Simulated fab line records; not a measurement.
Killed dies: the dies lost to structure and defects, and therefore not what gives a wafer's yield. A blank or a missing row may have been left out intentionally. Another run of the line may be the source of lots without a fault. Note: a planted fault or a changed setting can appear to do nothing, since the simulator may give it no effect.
Chamber matching | flow nand_harc | NHARC_A_STAIRCASE_ETCH_313 on rie_diel-08: 4 sister chambers
The step etches the open film in CF4/CHF3. 14 wafers are shown with their chamber, then 7 later ones without.

== WAFERS WITH THEIR CHAMBER ==
wafer  | chamber | showerhead_plenum_p_Torr (Torr) | rf_vpp_V (V) | oes_product_au (a.u.)
L079.1 | 1       | 1.53                            | 368.7        | 0.926
L079.4 | 3       | 1.62                            | 372.0        | 0.904
L079.6 | 3       | 1.62                            | 371.1        | 0.902
L083.1 | 1       | 1.53                            | 369.2        | 0.933
L083.2 | 2       | 1.62                            | 372.0        | 0.959
L083.5 | 0       | 1.49                            | 366.3        | 0.936
L087.1 | 3       | 1.61                            | 371.2        | 0.928
L087.3 | 0       | 1.49                            | 367.2        | 0.927
L087.5 | 2       | 1.61                            | 373.0        | 0.919
L085.1 | 3       | 1.61                            | 372.3        | 0.936
L085.4 | 2       | 1.61                            | 373.0        | 0.939
L085.6 | 0       | 1.49                            | 368.5        | 0.940
L091.1 | 3       | 1.61                            | 373.0        | 0.917
L091.2 | 0       | 1.48                            | 369.2        | 0.920

SIGNATURES, as means of the wafers listed above
reading                  | chamber 0 | chamber 1 | chamber 2 | chamber 3 | scatter within a chamber
showerhead_plenum_p_Torr | 1.4875    | 1.5300    | 1.6133    | 1.6140    | 0.00512
rf_vpp_V                 | 367.800   | 368.950   | 372.667   | 371.920   | 0.914
oes_product_au           | 0.93075   | 0.92950   | 0.93900   | 0.91740   | 0.0139
Rule: for each reading, subtract the chamber's mean from the wafer's reading, divide by that reading's scatter and square the result; add these up over the readings and take the root, which gives the wafer's distance from the chamber. The wafer belongs to the nearest chamber; if the next one is less than 2 further off, it can't be placed. The scatter: take each reading less its chamber's mean, square it, sum over the shown wafers, divide by the number of wafers less the number of chambers, and take the root.

== WAFERS WHOSE CHAMBER IS MISSING ==
wafer  | showerhead_plenum_p_Torr (Torr) | rf_vpp_V (V) | oes_product_au (a.u.)
L091.3 | 1.52                            | 369.3        | 0.917
L095.3 | 1.61                            | 371.1        | 0.923
L095.4 | 1.52                            | 369.9        | 0.931
L095.5 | 1.61                            | 373.8        | 0.936
L097.3 | 1.48                            | 367.4        | 0.935
L097.4 | 1.52                            | 368.7        | 0.912
L097.6 | 1.60                            | 372.5        | 0.919

== EACH ONE'S CHAMBER ==
wafer  | from the rows above     | in truth
L091.3 | 1                       | 1
L095.3 | can't be placed: 3 or 2 | 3
L095.4 | 1                       | 1
L095.5 | can't be placed: 2 or 3 | 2
L097.3 | 0                       | 0
L097.4 | 1                       | 1
L097.6 | can't be placed: 3 or 2 | 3
Placed correctly: 4 of 7. Not placeable from these rows: 3 (in 3, the candidates include the true chamber). Placed wrongly: 0.
